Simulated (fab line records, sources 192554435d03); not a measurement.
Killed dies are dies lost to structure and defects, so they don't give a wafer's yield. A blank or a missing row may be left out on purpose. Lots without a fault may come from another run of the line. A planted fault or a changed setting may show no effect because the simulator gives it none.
Split-lot experiment | flow n5_finfet | 7 lots, 21 wafers read, on a route of 1938 steps

THE SPLIT
At N5_BEOL_M11_COAT_63 (time 60 s, resist thk 100 nm), the setting spin_rpm was moved away from the recipe's 1500 rpm on 9 of the 21 wafers read, by -9.9% to +10.9%. The other wafers ran this setting at the recipe's value.

FROM THE SPLIT TO THE READING: what the file shows between them, 7 steps
- N5_BEOL_M11_COAT_22: resist thk 90 nm (also split here: spin_rpm)
- N5_BEOL_M11_EBR_24
- N5_BEOL_M11_SOFTBAKE_23: time 60 s
- N5_BEOL_M11_DESCUM_33: chemistry O2, time 7.9 s
- N5_BEOL_M11_ETCH_65: etches SiARC in CF4, target depth 39 nm, time 65 s
- N5_BEOL_M11_ETCH_66: etches SOC in N2/H2, target depth 120 nm, overetch 24 nm, time 180 s
- N5_BEOL_M11_STRIP_69: strips in N2/H2

THE READING
SOC_of_BEOL_M11_COAT_63.thk_nm (the simulator's own value, which no gauge read), in nm, at N5_BEOL_M11_VIA_ETCH_34 (etches SiCOH lowk in C4F6/O2, target depth 184.5 nm, time 69.2 s). The file gives no usual value for it. The 12 wafers here that ran the recipe average 92.2 nm, standard deviation 0.27 nm.

wafer  | tool, chamber at the split | spin_rpm as run, rpm | against the recipe | SOC_of_BEOL_M11_COAT_63.thk_nm, nm | against lot-mates on the recipe
L085.1 | litho_track-01, 0          | 1662                 | +10.8%             | 86.4                               | -5.2
L085.5 | litho_track-01, 0          | 1662                 | +10.8%             | 86.6                               | -5.0
L085.6 | litho_track-01, 0          | 1500                 | recipe             | 91.6                               | -
L086.2 | litho_track-02, 0          | 1351                 | -9.9%              | 97.6                               | +5.2
L086.3 | litho_track-02, 0          | 1500                 | recipe             | 92.4                               | -
L086.6 | litho_track-02, 0          | 1500                 | recipe             | 92.4                               | -
L087.1 | litho_track-01, 0          | 1637                 | +9.1%              | 87.8                               | -4.4
L087.4 | litho_track-01, 0          | 1500                 | recipe             | 92.2                               | -
L087.5 | litho_track-01, 0          | 1637                 | +9.1%              | 88                                 | -4.2
L089.1 | litho_track-02, 0          | 1500                 | recipe             | 92.4                               | -
L089.3 | litho_track-02, 0          | 1500                 | recipe             | 92.6                               | -
L089.5 | litho_track-02, 0          | 1414                 | -5.7%              | 95.4                               | +2.9
L093.1 | litho_track-01, 0          | 1663                 | +10.9%             | 87.2                               | no lot-mate on the recipe
L093.2 | litho_track-01, 0          | 1663                 | +10.9%             | 87.4                               | no lot-mate on the recipe
L093.4 | litho_track-01, 0          | 1663                 | +10.9%             | 87.4                               | no lot-mate on the recipe
L095.1 | litho_track-02, 0          | 1500                 | recipe             | 92.2                               | -
L095.2 | litho_track-02, 0          | 1500                 | recipe             | 92.2                               | -
L095.4 | litho_track-02, 0          | 1500                 | recipe             | 91.8                               | -
L096.1 | litho_track-04, 0          | 1500                 | recipe             | 92.4                               | -
L096.3 | litho_track-04, 0          | 1500                 | recipe             | 92                                 | -
L096.4 | litho_track-04, 0          | 1500                 | recipe             | 92.2                               | -

THE FIT
A straight line over all 21 wafers: SOC_of_BEOL_M11_COAT_63.thk_nm changes by -0.494 nm for each +1% of spin_rpm; r = -0.99; the points scatter about the line by 0.34 nm.
The same after taking each lot's own level away (the mean of its wafers on the recipe; 18 wafers): -0.486 nm for each +1%; r = -1.00; scatter 0.16 nm.
On that fit, the largest move of spin_rpm shifts the reading by 5.3 nm.
The lots' own levels span 91.60 to 92.50 nm, that is 3.3 times the standard deviation above.
So the lot-to-lot level changes the slope little: the two slopes agree.
Check: with one of the wafers moved furthest among these (+10.8%) left out of the fit, the line predicts -5.19 nm for it against its lot-mates. It came out at -5.2 nm against them.

OTHER SPLITS ON THESE WAFERS
These wafers also went through other splits before the reading. Each is held against what the fit with the lots' levels taken away leaves over:
other split on the same wafers | wafers away from the commonest value | r with SOC_of_BEOL_M11_COAT_63.thk_nm (lot level and that fit taken away)
N5_BEOL_M10_EXPOSE_08 dose_mj  | 8                                    | +0.06
N5_BEOL_M11_COAT_22 spin_rpm   | 7                                    | -0.09

THE WHOLE CHAIN: every reading that the file lists as answering this split, in the file's order
step                    | what it does                                                         | reading                                                                         | change (the file's fit)               | r (the file's)
N5_BEOL_M11_COAT_63     | time 60 s, resist thk 100 nm                                         | SOC_of_BEOL_M11_COAT_63.thk_nm (the simulator's own value, which no gauge read) | -0.479 nm for each +1% of the setting | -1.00
N5_BEOL_M11_ETCH_66     | etches SOC in N2/H2, target depth 120 nm, overetch 24 nm, time 180 s | etch.depth_nm (the simulator's own value, which no gauge read)                  | -0.483 nm for each +1% of the setting | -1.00
N5_BEOL_M11_VIA_ETCH_34 | etches SiCOH lowk in C4F6/O2, target depth 184.5 nm, time 69.2 s     | SOC_of_BEOL_M11_COAT_63.thk_nm (the simulator's own value, which no gauge read) | -0.49 nm for each +1% of the setting  | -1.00

THE FILE'S OWN FIT
SOC_of_BEOL_M11_COAT_63.thk_nm changes by -0.49 nm for each +1% of spin_rpm, r = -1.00.
